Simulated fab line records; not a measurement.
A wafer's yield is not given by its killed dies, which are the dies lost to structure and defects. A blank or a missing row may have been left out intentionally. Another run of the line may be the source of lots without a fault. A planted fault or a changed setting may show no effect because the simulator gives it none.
fab line records	flow n5-finfet
[record] lots = 7	wafers = 39
route steps=1938 shown BEOL_M2@841 BEOL_M3@931 BEOL_M7@1263 BEOL_M10@1470
start-h: hours from the record's opening day to when the first of the lot's shown wafers began	wait-h: hours elapsed since this lot's preceding step	" repeats the value in the row above	L1.1+2: one row covering several wafers at once	- no value, or no start given	* or withheld: withheld	< > ~ a bound
route shown NAME@n: NAME is a module with steps in the file, n the number in the route of the first one	usual: average and standard deviation across the fault-free wafers	same: alike in all rows	chamber/n: place in a boat	sites: each site's reading	_std_site: the values' standard deviation	_edge_site: outer sites' mean less inner sites'	radius-mm: how far each site lies from the wafer's centre	mask NAME#n: copy n	behind: the tool/chamber that last shaped the wafer	hold: the reason the lot was held/the length of the hold in hours/how it ended	device: which transistor (n, p or np) failed to switch	end of line: tests run on the same wafers once the route is complete	step lacking rows: just its recipe	killed: count of dies lost to structure and defects at first sort (not the wafer's yield)	map: dies across one wafer; x = killed, . = not, _ = none there
set.NAME: the run value of the setting; set.NAME@STEP: its run value at that earlier step	model.NAME: the simulator's own value behind a step, which no gauge read
lots whose settings were changed on purpose; a table a step, a row a wafer
[[steps]]
[step N5_BEOL_M2_ILD_DEP_00]
[recipe] material = SiOC	target-thk-a = 790	temp-c = 350	precursor = DEMS/O2	pressure-torr = 5	rf-w = 500	time-s = 15.3
lot.wafer	tool	chamber	start-h	wait-h	set.target-thk-a	model.SiOC_of_BEOL_M2_ILD_DEP_00.thk-nm
L077.1	pecvd-01	0	145.96	0.0	790	77.4
L077.2	"	1	"	"	790	78.4
L077.3	"	2	"	"	790	77.8
L077.4	"	0	"	"	790	79.8
L077.5	"	2	"	"	790	79
L077.6	"	1	"	"	790	79.4
L079.1	pecvd-01	1	160.95	0.0	790	79
L079.2	"	0	"	"	790	78.8
L079.3	"	2	"	"	790	79.4
L079.4	"	0	"	"	790	78.2
L079.5	"	1	"	"	790	81.4
L079.6	"	2	"	"	790	79.6
L086.1	pecvd-04	2	196.44	0.0	518.1	50.6
L086.2	"	1	"	"	790	78.4
L086.3	"	0	"	"	790	77.6
L086.4	"	2	"	"	518.1	51.2
L086.5	"	0	"	"	518.1	50
L086.6	"	1	"	"	790	80
L087.3	pecvd-04	1	211.96	0.0	790	77
L087.4	"	2	"	"	790	79
L087.6	"	0	"	"	790	78.8
L092.1+3	pecvd-03	1,0	239.09	0.0	790	78.2
L092.2	"	2	"	"	790	78.4
L092.4	"	2	"	"	335	34.4
L092.5	"	1	"	"	335	33.6
L092.6	"	0	"	"	335	32.8
L093.1	pecvd-03	0	245.74	0.0	385.7	38
L093.2	"	2	"	"	385.7	38.6
L093.3	"	1	"	"	790	78
L093.4	"	0	"	"	385.7	39.2
L093.5	"	2	"	"	790	79.2
L093.6	"	1	"	"	790	77.8
L097.1	pecvd-03	2	271.86	0.0	1007	99.8
L097.2	"	1	"	"	1007	99.4
L097.3	"	0	"	"	790	78.4
L097.4	"	1	"	"	790	79.2
L097.5	"	2	"	"	790	79.6
L097.6	"	0	"	"	1007	101.2
[step N5_BEOL_M2_THK_MEAS_01]
[recipe] reads = SiOC_of_BEOL_M2_ILD_DEP_00
[usual] M2_ILD_THK = 79.0/1.1
lot.wafer	tool	chamber	start-h	wait-h	set.target-thk-a@BEOL_M2_ILD_DEP_00	M2_ILD_THK[nm]
L077.1	film-metro-01	-	146.03	0.0	790	77.4
L077.2	"	-	"	"	790	78.4
L077.3	"	-	"	"	790	77.8
L077.4	"	-	"	"	790	79.8
L077.5	"	-	"	"	790	79.0
L077.6	"	-	"	"	790	79.4
L079.1	film-metro-02	-	161.02	0.0	790	79.0
L079.2	"	-	"	"	790	78.8
L079.3	"	-	"	"	790	79.4
L079.4	"	-	"	"	790	78.3
L079.5	"	-	"	"	790	81.5
L079.6	"	-	"	"	790	79.6
L086.1	film-metro-02	-	196.51	0.0	518.1	50.5
L086.2	"	-	"	"	790	78.4
L086.3	"	-	"	"	790	77.5
L086.4	"	-	"	"	518.1	51.1
L086.5	"	-	"	"	518.1	50.1
L086.6	"	-	"	"	790	80.1
L087.3	film-metro-02	-	212.02	0.1	790	77.1
L087.4	"	-	"	"	790	78.9
L087.6	"	-	"	"	790	78.7
L092.1	film-metro-02	-	239.16	0.0	790	78.2
L092.2	"	-	"	"	790	78.3
L092.3	"	-	"	"	790	78.1
L092.4	"	-	"	"	335	34.5
L092.5	"	-	"	"	335	33.7
L092.6	"	-	"	"	335	32.8
L093.1	film-metro-02	-	245.81	0.0	385.7	38.1
L093.2	"	-	"	"	385.7	38.6
L093.3	"	-	"	"	790	78.1
L093.4	"	-	"	"	385.7	39.1
L093.5	"	-	"	"	790	79.2
L093.6	"	-	"	"	790	77.7
L097.1	film-metro-02	-	271.93	0.0	1007	99.7
L097.2	"	-	"	"	1007	99.3
L097.3	"	-	"	"	790	78.4
L097.4	"	-	"	"	790	79.1
L097.5	"	-	"	"	790	79.5
L097.6	"	-	"	"	1007	101.2
[step N5_BEOL_M3_ILD_DEP_00]
[recipe] material = SiOC	target-thk-a = 790	temp-c = 350	precursor = DEMS/O2	pressure-torr = 5	rf-w = 500	time-s = 15.3
lot.wafer	tool	chamber	start-h	wait-h	set.time-s	model.SiOC_of_BEOL_M3_ILD_DEP_00.thk-nm
L077.1+3	pecvd-04	0,1	158.42	0.0	15.3	78.4
L077.2	"	2	"	"	15.3	77.2
L077.4	"	1	"	"	15.3	78.8
L077.5	"	0	"	"	15.3	78.2
L077.6	"	2	"	"	15.3	79.6
L079.1	pecvd-02	0	171.27	0.0	15.3	79
L079.2	"	2	"	"	15.3	78
L079.3+4+5	"	1,1,2	"	"	15.3	80.2
L079.6	"	0	"	"	15.3	80.6
L086.1	pecvd-02	0	205.02	0.0	15.3	76.4
L086.2	"	2	"	"	23.03	116.8
L086.3+6	"	0	"	"	15.3	78.8
L086.4	"	2	"	"	23.03	118.4
L086.5	"	2	"	"	23.03	117.4
L087.3	pecvd-04	1	220.33	0.0	15.3	77
L087.4+6	"	2,0	"	"	15.3	78.6
L092.1	pecvd-02	0	248.01	0.0	22.74	115.6
L092.2	"	1	"	"	15.3	78.4
L092.3	"	2	"	"	15.3	78.6
L092.4	"	0	"	"	22.74	117.4
L092.5	"	2	"	"	15.3	79.6
L092.6	"	1	"	"	22.74	116.8
L093.1	pecvd-04	0	261.80	0.0	17.9	92.2
L093.2	"	2	"	"	15.3	79.6
L093.3	"	1	"	"	15.3	78.4
L093.4	"	1	"	"	15.3	79.8
L093.5+6	"	2,0	"	"	17.9	93.6
L097.1	pecvd-02	2	281.06	0.0	11.53	59.2
L097.2+6	"	1,0	"	"	15.3	79.2
L097.3	"	0	"	"	11.53	59.6
L097.4	"	1	"	"	11.53	60.8
L097.5	"	2	"	"	15.3	79.6
[step N5_BEOL_M3_THK_MEAS_01]
[recipe] reads = SiOC_of_BEOL_M3_ILD_DEP_00
[usual] M3_ILD_THK = 78.9/1
lot.wafer	tool	chamber	start-h	wait-h	set.time-s@BEOL_M3_ILD_DEP_00	M3_ILD_THK[nm]
L077.1	film-metro-01	-	158.49	0.0	15.3	78.4
L077.2	"	-	"	"	15.3	77.2
L077.3	"	-	"	"	15.3	78.4
L077.4	"	-	"	"	15.3	78.7
L077.5	"	-	"	"	15.3	78.3
L077.6	"	-	"	"	15.3	79.7
L079.1	film-metro-01	-	171.34	0.0	15.3	78.9
L079.2	"	-	"	"	15.3	78.1
L079.3	"	-	"	"	15.3	80.2
L079.4	"	-	"	"	15.3	80.2
L079.5	"	-	"	"	15.3	80.1
L079.6	"	-	"	"	15.3	80.7
L086.1	film-metro-02	-	205.11	0.1	15.3	76.3
L086.2	"	-	"	"	23.03	116.7
L086.3	"	-	"	"	15.3	78.8
L086.4	"	-	"	"	23.03	118.4
L086.5	"	-	"	"	23.03	117.3
L086.6	"	-	"	"	15.3	78.7
L087.3	film-metro-01	-	220.40	0.1	15.3	77.1
L087.4	"	-	"	"	15.3	78.6
L087.6	"	-	"	"	15.3	78.7
L092.1	film-metro-02	-	248.08	0.1	22.74	115.6
L092.2	"	-	"	"	15.3	78.3
L092.3	"	-	"	"	15.3	78.6
L092.4	"	-	"	"	22.74	117.3
L092.5	"	-	"	"	15.3	79.6
L092.6	"	-	"	"	22.74	116.8
L093.1	film-metro-02	-	261.87	0.0	17.9	92.3
L093.2	"	-	"	"	15.3	79.7
L093.3	"	-	"	"	15.3	78.4
L093.4	"	-	"	"	15.3	79.9
L093.5	"	-	"	"	17.9	93.6
L093.6	"	-	"	"	17.9	93.6
L097.1	film-metro-02	-	281.12	0.0	11.53	59.3
L097.2	"	-	"	"	15.3	79.2
L097.3	"	-	"	"	11.53	59.6
L097.4	"	-	"	"	11.53	60.9
L097.5	"	-	"	"	15.3	79.5
L097.6	"	-	"	"	15.3	79.2
[step N5_BEOL_M7_ILD_DEP_00]
[recipe] material = SiCOH_lowk	target-thk-a = 1797.5	temp-c = 300	precursor = DEMS/porogen	pressure-torr = 5	rf-w = 500	time-s = 33.4
lot.wafer	tool	chamber	start-h	wait-h	set.target-thk-a	model.SiCOH_lowk_of_BEOL_M7_ILD_DEP_00.thk-nm
L077.1	pecvd-04	2	202.00	0.0	1797.5	175.2
L077.2	"	0	"	"	1797.5	175.4
L077.3	"	1	"	"	1797.5	179.8
L077.4	"	1	"	"	2084	210.6
L077.5	"	0	"	"	2084	206.8
L077.6	"	2	"	"	2084	206.6
L079.1	pecvd-03	1	214.66	0.0	1521	152.4
L079.2	"	2	"	"	1797.5	176.4
L079.3	"	0	"	"	1521	154
L079.4	"	1	"	"	1521	153.6
L079.5	"	2	"	"	1797.5	180
L079.6	"	0	"	"	1797.5	181.6
L086.1	pecvd-04	0	249.04	0.0	1797.5	179.2
L086.2	"	1	"	"	1797.5	180
L086.3	"	1	"	"	1797.5	186.2
L086.4	"	0	"	"	1797.5	182.8
L086.5	"	1	"	"	1797.5	185.8
L086.6	"	0	"	"	1797.5	181.2
L087.3	pecvd-03	1	264.21	0.0	1797.5	179
L087.4	"	2	"	"	1797.5	178.6
L087.6	"	1	"	"	1797.5	182.6
L092.1	pecvd-02	2	297.26	0.0	1519	150.6
L092.2	"	0	"	"	1519	148.4
L092.3	"	1	"	"	1797.5	177
L092.4	"	1	"	"	1519	151.8
L092.5	"	0	"	"	1797.5	177.2
L092.6	"	2	"	"	1797.5	180.6
L093.1	pecvd-02	1	298.82	0.0	1186	119.6
L093.2	"	0	"	"	1186	118.6
L093.3	"	2	"	"	1797.5	179.4
L093.4	"	2	"	"	1797.5	184.8
L093.5	"	0	"	"	1186	118.2
L093.6	"	1	"	"	1797.5	182.2
L097.1	pecvd-04	0	322.50	0.0	1242	125.6
L097.2	"	2	"	"	1242	123.2
L097.3	"	1	"	"	1797.5	179.8
L097.4	"	0	"	"	1797.5	183.4
L097.5	"	1	"	"	1242	127.8
L097.6	"	2	"	"	1797.5	178.8
[step N5_BEOL_M7_CURE_74]
[recipe] temp-c = 385	time-s = 240	ambient = He/Ar	material = SiCOH_lowk
lot.wafer	tool	chamber	start-h	wait-h	set.target-thk-a@BEOL_M7_ILD_DEP_00	model.SiCOH_lowk_of_BEOL_M7_ILD_DEP_00.thk-nm
L077.1	uv-cure-03	1	202.06	0.0	1797.5	151
L077.2	"	1	"	"	1797.5	151.2
L077.3	"	1	"	"	1797.5	155
L077.4	"	1	"	"	2084	181.8
L077.5	"	1	"	"	2084	178.6
L077.6	"	1	"	"	2084	178.4
L079.1	uv-cure-03	2	215.29	0.6	1521	131.2
L079.2	"	2	"	"	1797.5	152.2
L079.3	"	2	"	"	1521	132.6
L079.4	"	2	"	"	1521	132.2
L079.5	"	2	"	"	1797.5	155.2
L079.6	"	2	"	"	1797.5	156.8
L086.1	uv-cure-03	0	249.58	0.5	1797.5	154.6
L086.2	"	0	"	"	1797.5	155.2
L086.3	"	0	"	"	1797.5	160.6
L086.4	"	0	"	"	1797.5	157.8
L086.5	"	0	"	"	1797.5	160.2
L086.6	"	0	"	"	1797.5	156.4
L087.3	uv-cure-02	1	264.43	0.2	1797.5	154.4
L087.4	"	1	"	"	1797.5	154
L087.6	"	1	"	"	1797.5	157.4
L092.1	uv-cure-01	2	297.61	0.3	1519	129.6
L092.2	"	2	"	"	1519	127.8
L092.3	"	2	"	"	1797.5	152.6
L092.4	"	2	"	"	1519	130.6
L092.5	"	2	"	"	1797.5	152.8
L092.6	"	2	"	"	1797.5	155.8
L093.1	uv-cure-01	0	298.89	0.0	1186	102.8
L093.2	"	0	"	"	1186	101.8
L093.3	"	0	"	"	1797.5	154.6
L093.4	"	0	"	"	1797.5	159.4
L093.5	"	0	"	"	1186	101.6
L093.6	"	0	"	"	1797.5	157.2
L097.1	uv-cure-03	0	322.56	0.0	1242	108
L097.2	"	0	"	"	1242	105.8
L097.3	"	0	"	"	1797.5	155
L097.4	"	0	"	"	1797.5	158.2
L097.5	"	0	"	"	1242	110
L097.6	"	0	"	"	1797.5	154.2
[step N5_BEOL_M7_THK_MEAS_01]
[recipe] reads = SiCOH_lowk_of_BEOL_M7_ILD_DEP_00
[usual] M7_ILD_THK = 155.2/2
lot.wafer	tool	chamber	start-h	wait-h	set.target-thk-a@BEOL_M7_ILD_DEP_00	M7_ILD_THK[nm]
L077.1	film-metro-01	-	202.57	0.4	1797.5	151.1
L077.2	"	-	"	"	1797.5	151.1
L077.3	"	-	"	"	1797.5	155.1
L077.4	"	-	"	"	2084	181.9
L077.5	"	-	"	"	2084	178.6
L077.6	"	-	"	"	2084	178.5
L079.1	film-metro-01	-	215.80	0.4	1521	131.2
L079.2	"	-	"	"	1797.5	152.2
L079.3	"	-	"	"	1521	132.4
L079.4	"	-	"	"	1521	132.3
L079.5	"	-	"	"	1797.5	155.2
L079.6	"	-	"	"	1797.5	156.6
L086.1	film-metro-02	-	250.11	0.4	1797.5	154.5
L086.2	"	-	"	"	1797.5	155.4
L086.3	"	-	"	"	1797.5	160.7
L086.4	"	-	"	"	1797.5	157.8
L086.5	"	-	"	"	1797.5	160.2
L086.6	"	-	"	"	1797.5	156.2
L087.3	film-metro-02	-	264.79	0.3	1797.5	154.3
L087.4	"	-	"	"	1797.5	154.2
L087.6	"	-	"	"	1797.5	157.3
L092.1	film-metro-01	-	298.12	0.4	1519	129.7
L092.2	"	-	"	"	1519	127.8
L092.3	"	-	"	"	1797.5	152.6
L092.4	"	-	"	"	1519	130.7
L092.5	"	-	"	"	1797.5	152.7
L092.6	"	-	"	"	1797.5	155.7
L093.1	film-metro-01	-	299.40	0.4	1186	102.8
L093.2	"	-	"	"	1186	101.9
L093.3	"	-	"	"	1797.5	154.7
L093.4	"	-	"	"	1797.5	159.4
L093.5	"	-	"	"	1186	101.5
L093.6	"	-	"	"	1797.5	157.1
L097.1	film-metro-01	-	323.07	0.4	1242	108.1
L097.2	"	-	"	"	1242	105.8
L097.3	"	-	"	"	1797.5	155.1
L097.4	"	-	"	"	1797.5	158.0
L097.5	"	-	"	"	1242	109.9
L097.6	"	-	"	"	1797.5	154.3
[step N5_BEOL_M10_ILD_DEP_00]
[recipe] material = SiCOH_lowk	target-thk-a = 3085.1	temp-c = 300	precursor = DEMS/porogen	pressure-torr = 5	rf-w = 500	time-s = 58
lot.wafer	tool	chamber	start-h	wait-h	set.time-s	model.SiCOH_lowk_of_BEOL_M10_ILD_DEP_00.thk-nm
L077.1	pecvd-03	0	225.28	0.0	58	307.4
L077.2	"	2	"	"	58	311
L077.3	"	1	"	"	34.22	184.6
L077.4	"	0	"	"	58	311.4
L077.5	"	2	"	"	34.22	186.4
L077.6	"	1	"	"	34.22	188.2
L079.1	pecvd-01	1	239.11	0.0	36.84	194.4
L079.2	"	2	"	"	36.84	196.2
L079.3	"	0	"	"	58	306.4
L079.4	"	2	"	"	58	310.6
L079.5	"	0	"	"	58	307.4
L079.6	"	1	"	"	36.84	201.4
L086.1	pecvd-01	2	273.94	0.0	58	308.4
L086.2+3	"	0,1	"	"	58	304
L086.4	"	1	"	"	58	307.4
L086.5	"	0	"	"	58	306.2
L086.6	"	2	"	"	58	313.4
L087.3	pecvd-03	0	286.81	0.0	58	305.4
L087.4	"	2	"	"	58	309.8
L087.6	"	0	"	"	58	307.6
L092.1	pecvd-01	1	320.70	0.0	58	301.2
L092.2	"	0	"	"	58	300.4
L092.3	"	2	"	"	33.56	177.4
L092.4	"	1	"	"	33.56	181.6
L092.5	"	2	"	"	33.56	179.4
L092.6	"	0	"	"	58	306.4
L093.1	pecvd-04	2	321.37	0.1	30.58	160.4
L093.2	"	1	"	"	58	302.4
L093.3	"	0	"	"	58	299.2
L093.4	"	2	"	"	30.58	161.2
L093.5	"	1	"	"	58	304
L093.6	"	0	"	"	30.58	155
L097.1	pecvd-03	1	345.71	0.0	58	310.2
L097.2	"	2	"	"	58	306
L097.3	"	0	"	"	58	311.4
L097.4	"	0	"	"	58	310.6
L097.5	"	1	"	"	58	316.2
L097.6	"	2	"	"	58	312
[step N5_BEOL_M10_CURE_71]
[recipe] temp-c = 385	time-s = 240	ambient = He/Ar	material = SiCOH_lowk
lot.wafer	tool	chamber	start-h	wait-h	set.time-s@BEOL_M10_ILD_DEP_00	model.SiCOH_lowk_of_BEOL_M10_ILD_DEP_00.thk-nm
L077.1	uv-cure-03	2	225.35	0.0	58	267
L077.2	"	2	"	"	58	270.2
L077.3	"	2	"	"	34.22	159.2
L077.4	"	2	"	"	58	270.6
L077.5	"	2	"	"	34.22	160.8
L077.6	"	2	"	"	34.22	162.4
L079.1	uv-cure-03	0	239.33	0.2	36.84	167.8
L079.2	"	0	"	"	36.84	169.4
L079.3	"	0	"	"	58	266.2
L079.4	"	0	"	"	58	269.8
L079.5	"	0	"	"	58	267
L079.6	"	0	"	"	36.84	174
L086.1	uv-cure-01	0	274.02	0.0	58	267.8
L086.2+3	"	0	"	"	58	264
L086.4	"	0	"	"	58	267
L086.5	"	0	"	"	58	266
L086.6	"	0	"	"	58	272.4
L087.3	uv-cure-02	2	287.05	0.2	58	265.2
L087.4	"	2	"	"	58	269.2
L087.6	"	2	"	"	58	267.2
L092.1	uv-cure-01	2	320.78	0.0	58	261.6
L092.2	"	2	"	"	58	261
L092.3	"	2	"	"	33.56	153
L092.4	"	2	"	"	33.56	156.6
L092.5	"	2	"	"	33.56	154.6
L092.6	"	2	"	"	58	266.2
L093.1	uv-cure-01	0	321.44	0.0	30.58	138.2
L093.2	"	0	"	"	58	262.6
L093.3	"	0	"	"	58	259.8
L093.4	"	0	"	"	30.58	139
L093.5	"	0	"	"	58	264
L093.6	"	0	"	"	30.58	133.4
L097.1	uv-cure-03	0	345.79	0.0	58	269.6
L097.2	"	0	"	"	58	265.8
L097.3	"	0	"	"	58	270.6
L097.4	"	0	"	"	58	269.8
L097.5	"	0	"	"	58	274.8
L097.6	"	0	"	"	58	271.2
[step N5_BEOL_M10_THK_MEAS_01]
[recipe] reads = SiCOH_lowk_of_BEOL_M10_ILD_DEP_00
[usual] M10_ILD_THK = 267/3.8
lot.wafer	tool	chamber	start-h	wait-h	set.time-s@BEOL_M10_ILD_DEP_00	M10_ILD_THK[nm]
L077.1	film-metro-02	-	225.87	0.4	58	267
L077.2	"	-	"	"	58	270
L077.3	"	-	"	"	34.22	159
L077.4	"	-	"	"	58	270
L077.5	"	-	"	"	34.22	161
L077.6	"	-	"	"	34.22	162
L079.1	film-metro-02	-	239.85	0.4	36.84	168
L079.2	"	-	"	"	36.84	170
L079.3	"	-	"	"	58	266
L079.4	"	-	"	"	58	270
L079.5	"	-	"	"	58	267
L079.6	"	-	"	"	36.84	174
L086.1	film-metro-02	-	274.53	0.4	58	268
L086.2	"	-	"	"	58	264
L086.3	"	-	"	"	58	264
L086.4	"	-	"	"	58	267
L086.5	"	-	"	"	58	266
L086.6	"	-	"	"	58	272
L087.3	film-metro-01	-	287.40	0.3	58	265
L087.4	"	-	"	"	58	269
L087.6	"	-	"	"	58	267
L092.1	film-metro-02	-	321.29	0.4	58	262
L092.2	"	-	"	"	58	261
L092.3	"	-	"	"	33.56	153
L092.4	"	-	"	"	33.56	157
L092.5	"	-	"	"	33.56	155
L092.6	"	-	"	"	58	266
L093.1	film-metro-02	-	321.96	0.4	30.58	138
L093.2	"	-	"	"	58	263
L093.3	"	-	"	"	58	260
L093.4	"	-	"	"	30.58	139
L093.5	"	-	"	"	58	264
L093.6	"	-	"	"	30.58	134
L097.1	film-metro-01	-	346.79	0.8	58	270
L097.2	"	-	"	"	58	266
L097.3	"	-	"	"	58	271
L097.4	"	-	"	"	58	270
L097.5	"	-	"	"	58	275
L097.6	"	-	"	"	58	271
[[key]]
[split] step = N5_BEOL_M2_ILD_DEP_00	setting = target-thk-a	stated = 790	by = wafer
[response] step = N5_BEOL_M2_ILD_DEP_00	reading = model.SiOC_of_BEOL_M2_ILD_DEP_00.thk-nm	change = +0.781	per = 1%	r = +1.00
[response] step = N5_BEOL_M2_THK_MEAS_01	reading = M2_ILD_THK	change = +0.78	per = 1%	r = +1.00
[split] step = N5_BEOL_M3_ILD_DEP_00	setting = time-s	stated = 15.3	by = wafer
[response] step = N5_BEOL_M3_ILD_DEP_00	reading = model.SiOC_of_BEOL_M3_ILD_DEP_00.thk-nm	change = +0.782	per = 1%	r = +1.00
[response] step = N5_BEOL_M3_THK_MEAS_01	reading = M3_ILD_THK	change = +0.782	per = 1%	r = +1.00
[split] step = N5_BEOL_M7_ILD_DEP_00	setting = target-thk-a	stated = 1797.5	by = wafer
[response] step = N5_BEOL_M7_ILD_DEP_00	reading = model.SiCOH_lowk_of_BEOL_M7_ILD_DEP_00.thk-nm	change = +1.83	per = 1%	r = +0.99
[response] step = N5_BEOL_M7_CURE_74	reading = model.SiCOH_lowk_of_BEOL_M7_ILD_DEP_00.thk-nm	change = +1.59	per = 1%	r = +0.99
[response] step = N5_BEOL_M7_THK_MEAS_01	reading = M7_ILD_THK	change = +1.59	per = 1%	r = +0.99
[split] step = N5_BEOL_M10_ILD_DEP_00	setting = time-s	stated = 58	by = wafer
[response] step = N5_BEOL_M10_ILD_DEP_00	reading = model.SiCOH_lowk_of_BEOL_M10_ILD_DEP_00.thk-nm	change = +3	per = 1%	r = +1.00
[response] step = N5_BEOL_M10_CURE_71	reading = model.SiCOH_lowk_of_BEOL_M10_ILD_DEP_00.thk-nm	change = +2.63	per = 1%	r = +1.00
[response] step = N5_BEOL_M10_THK_MEAS_01	reading = M10_ILD_THK	change = +2.63	per = 1%	r = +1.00
